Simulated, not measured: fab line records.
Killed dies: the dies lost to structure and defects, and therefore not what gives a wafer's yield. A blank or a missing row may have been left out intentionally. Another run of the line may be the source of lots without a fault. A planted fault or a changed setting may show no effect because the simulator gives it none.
Struck lot and sound lot, side by side / flow n5_finfet / 23 steps out of a route of 1938
Sound: wafers L196.1, L196.3, L196.4. The struck wafers were L193.2, L193.5, L193.6. The cause comes at the end.
At each step with rows: each side's tool, then ch and its chambers, then its first start. Under that, the readings that differ: sound wafers / struck wafers / difference of the means / sigmas: that difference in standard deviations of wafers without a fault.
alike: words and numbers the same on both sides, and readings whose means are apart by under 2 such deviations; not compared: readings that were withheld, readings missing a value for some wafer, numbers with overlapping values and no deviation given by the record, and bounds like >300 which may hide the same value.
The two part at a step that has a row with sigmas, a row that says differs or no value, or rows on one side only. Numbers that don't overlap but have no deviation are shown without sigmas and don't part them. A reading missing from all wafers of one side parts the sides only when that side holds two or more wafers.

first, 9 steps without rows for these wafers: N5_BEOL_M4_DEVELOP_10 (develop time 30 s); N5_BEOL_M4_DESCUM_16 (chemistry O2, time 7 s); N5_BEOL_M4_ETCH_74 (etches underlayer in N2/H2, target depth 6.5 nm, time 5.2 s); N5_BEOL_M4_ETCH_63 (etches SiARC in CF4, target depth 15.6 nm, time 26 s); N5_BEOL_M4_ETCH_64 (etches SOC in N2/H2, target depth 75 nm, overetch 22.5 nm, time 121.9 s); N5_BEOL_M4_STRIP_65 (strips in N2/H2); N5_BEOL_M4_STRIP_75 (strips in N2/H2); N5_BEOL_M4_STRIP_66 (strips in CF4); N5_BEOL_M4_HM_OPEN_17 (chemistry Cl2/BCl3, target TiN, target depth 20 nm, overetch 6 nm).
N5_BEOL_M4_STRIP_19: strips in O2.
  sound on rie_diel-05 ch 1,2,3, day 14 02:45; struck on rie_diel-04 ch 1,2,3, day 12 08:50
  alike: drypump_motor_current_A, oes_product_au, rf_vpp_V, showerhead_plenum_p_Torr, temp_c, throttle_valve_pct
  not compared: rf_hours_counter_h
then, 9 steps without rows for these wafers: N5_BEOL_M4_COAT_67 (time 60 s, resist thk 60 nm); N5_BEOL_M4_COAT_68 (time 60 s, resist thk 12 nm); N5_BEOL_M4_COAT_76 (time 60 s, resist thk 5 nm); N5_BEOL_M4_COAT_22 (resist thk 30 nm); N5_BEOL_M4_EBR_24; N5_BEOL_M4_SOFTBAKE_23 (time 60 s); N5_BEOL_M4_EXPOSE_25 (exposes mask V3, defocus 5 nm); N5_BEOL_M4_PEB_26 (peb time 60 s); N5_BEOL_M4_DEVELOP_27 (develop time 30 s).
N5_BEOL_M4_INSPECT_30: inspects for defects (brightfield).
  sound: defect_inspect-01 at day 14 03:21; struck: defect_inspect-01 at day 12 09:19
reading=raw_defect_count; sound=420 483 392; struck=1519 1493 1475; difference=+1064; sigmas=+14
then, 1 step without rows for these wafers: N5_BEOL_M4_DESCUM_33 (chemistry O2, time 7 s).
N5_BEOL_M4_RC_MEAS_101:
  sound on prober-02 ch 0, day 14 17:16; struck on prober-02 ch 0, day 12 22:40
  alike: DIBL_N, DIBL_P, IOFF_N, IOFF_P, ION_N, ION_P, SS_N, SS_P, VT_N, VT_P
-- a jump in the record: the struck wafers' starts before and after are 5 days apart (it breaks off in module BEOL_M4 and resumes in module PASSIVATION, where the first step shown is number 1936 of the route) --
N5_PASSIVATION_PROBE_49:
  record: rows for the struck wafers here (prober-01, day 17 15:58), none for the sound ones

== WHERE THEY PART ==
Last at N5_PASSIVATION_PROBE_49 as far as this record goes, first at N5_BEOL_M4_INSPECT_30.

WHY: what had been put in by the simulator
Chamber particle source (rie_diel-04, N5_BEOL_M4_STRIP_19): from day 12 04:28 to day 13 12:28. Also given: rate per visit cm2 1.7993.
